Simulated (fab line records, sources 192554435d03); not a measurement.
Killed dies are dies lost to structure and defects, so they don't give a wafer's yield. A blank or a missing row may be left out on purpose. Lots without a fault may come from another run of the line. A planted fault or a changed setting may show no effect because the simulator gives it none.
Split-lot experiment | flow n5_finfet | 7 lots, 21 wafers read, on a route of 1938 steps

THE SPLIT
At N5_BEOL_M3_COAT_05 (resist thk 30 nm), the setting spin_rpm was moved away from the recipe's 1500 rpm on 3 of the 21 wafers read, by -5.7% to +9.3%. The other wafers ran this setting at the recipe's value.

FROM THE SPLIT TO THE READING: what the file shows between them, 5 steps
- N5_BEOL_M3_EBR_07
- N5_BEOL_M3_SOFTBAKE_06: time 60 s
- N5_BEOL_M3_EXPOSE_08: exposes mask M3
- N5_BEOL_M3_PEB_09: peb time 60 s
- N5_BEOL_M3_DEVELOP_10: develop time 30 s

THE READING
CAR-EUV_of_BEOL_M3_COAT_05.thk_nm (the simulator's own value, which no gauge read), in nm, at N5_BEOL_M3_DESCUM_16 (chemistry O2, time 7 s). The file gives no usual value for it. The 18 wafers here that ran the recipe average 26.1 nm, standard deviation 0.12 nm.

wafer  | tool, chamber at the split | spin_rpm as run, rpm | against the recipe | CAR-EUV_of_BEOL_M3_COAT_05.thk_nm, nm | against lot-mates on the recipe
L078.1 | litho_track-05, 0          | 1640                 | +9.3%              | 24.8                                  | -1.4
L078.4 | litho_track-05, 0          | 1500                 | recipe             | 26.2                                  | -
L078.5 | litho_track-05, 0          | 1500                 | recipe             | 26.2                                  | -
L081.4 | litho_track-03, 0          | 1500                 | recipe             | 26                                    | -
L081.5 | litho_track-03, 0          | 1500                 | recipe             | 26                                    | -
L081.6 | litho_track-03, 0          | 1500                 | recipe             | 26                                    | -
L082.1 | litho_track-05, 0          | 1500                 | recipe             | 26.2                                  | -
L082.2 | litho_track-05, 0          | 1500                 | recipe             | 26.2                                  | -
L082.6 | litho_track-05, 0          | 1500                 | recipe             | 26.2                                  | -
L085.2 | litho_track-03, 0          | 1500                 | recipe             | 26                                    | -
L085.5 | litho_track-03, 0          | 1500                 | recipe             | 26                                    | -
L085.6 | litho_track-03, 0          | 1500                 | recipe             | 25.8                                  | -
L090.1 | litho_track-05, 0          | 1500                 | recipe             | 26                                    | -
L090.5 | litho_track-05, 0          | 1500                 | recipe             | 26                                    | -
L090.3 | litho_track-05, 0          | 1500                 | recipe             | 26.2                                  | -
L091.3 | litho_track-04, 0          | 1500                 | recipe             | 26                                    | -
L091.6 | litho_track-04, 0          | 1500                 | recipe             | 26                                    | -
L091.4 | litho_track-04, 0          | 1597                 | +6.5%              | 25                                    | -1.0
L094.1 | litho_track-05, 0          | 1500                 | recipe             | 26                                    | -
L094.2 | litho_track-05, 0          | 1414                 | -5.7%              | 27.2                                  | +1.1
L094.4 | litho_track-05, 0          | 1500                 | recipe             | 26.2                                  | -

THE FIT
A straight line over all 21 wafers: CAR-EUV_of_BEOL_M3_COAT_05.thk_nm changes by -0.157 nm for each +1% of spin_rpm; r = -0.96; the points scatter about the line by 0.13 nm.
The same after taking each lot's own level away (the mean of its wafers on the recipe; 21 wafers): -0.161 nm for each +1%; r = -0.99; scatter 0.077 nm.
On that fit, the largest move of spin_rpm shifts the reading by 1.5 nm.
The lots' own levels span 25.93 to 26.20 nm, that is 2.3 times the standard deviation above.
So the lot-to-lot level changes the slope little: the two slopes agree.
Check: with one of the wafers moved furthest among these (+9.3%) left out of the fit, the line predicts -1.59 nm for it against its lot-mates. It came out at -1.4 nm against them.

OTHER SPLITS ON THESE WAFERS
These wafers also went through other splits before the reading. Each is held against what the fit with the lots' levels taken away leaves over:
other split on the same wafers    | wafers away from the commonest value | r with CAR-EUV_of_BEOL_M3_COAT_05.thk_nm (lot level and that fit taken away)
N5_BEOL_M0_SAQP_EXPOSE_37 dose_mj | 8                                    | -0.13
N5_BEOL_M1_ILD_DEP_00 time_s      | 6                                    | -0.03
N5_BEOL_M1_COAT_05 spin_rpm       | 10                                   | -0.02
N5_BEOL_M1_TRENCH_ETCH_37 time_s  | 10                                   | +0.07
N5_BEOL_M3_COAT_73 spin_rpm       | 8                                    | -0.23

THE WHOLE CHAIN: every reading that the file lists as answering this split, in the file's order
step                  | what it does           | reading                                                                            | change (the file's fit)               | r (the file's)
N5_BEOL_M3_COAT_05    | resist thk 30 nm       | CAR-EUV_of_BEOL_M3_COAT_05.thk_nm (the simulator's own value, which no gauge read) | -0.154 nm for each +1% of the setting | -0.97
N5_BEOL_M3_DEVELOP_10 | develop time 30 s      | CAR-EUV_of_BEOL_M3_COAT_05.thk_nm (the simulator's own value, which no gauge read) | -0.141 nm for each +1% of the setting | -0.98
N5_BEOL_M3_DESCUM_16  | chemistry O2, time 7 s | CAR-EUV_of_BEOL_M3_COAT_05.thk_nm (the simulator's own value, which no gauge read) | -0.16 nm for each +1% of the setting  | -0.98

THE FILE'S OWN FIT
CAR-EUV_of_BEOL_M3_COAT_05.thk_nm changes by -0.16 nm for each +1% of spin_rpm, r = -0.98.
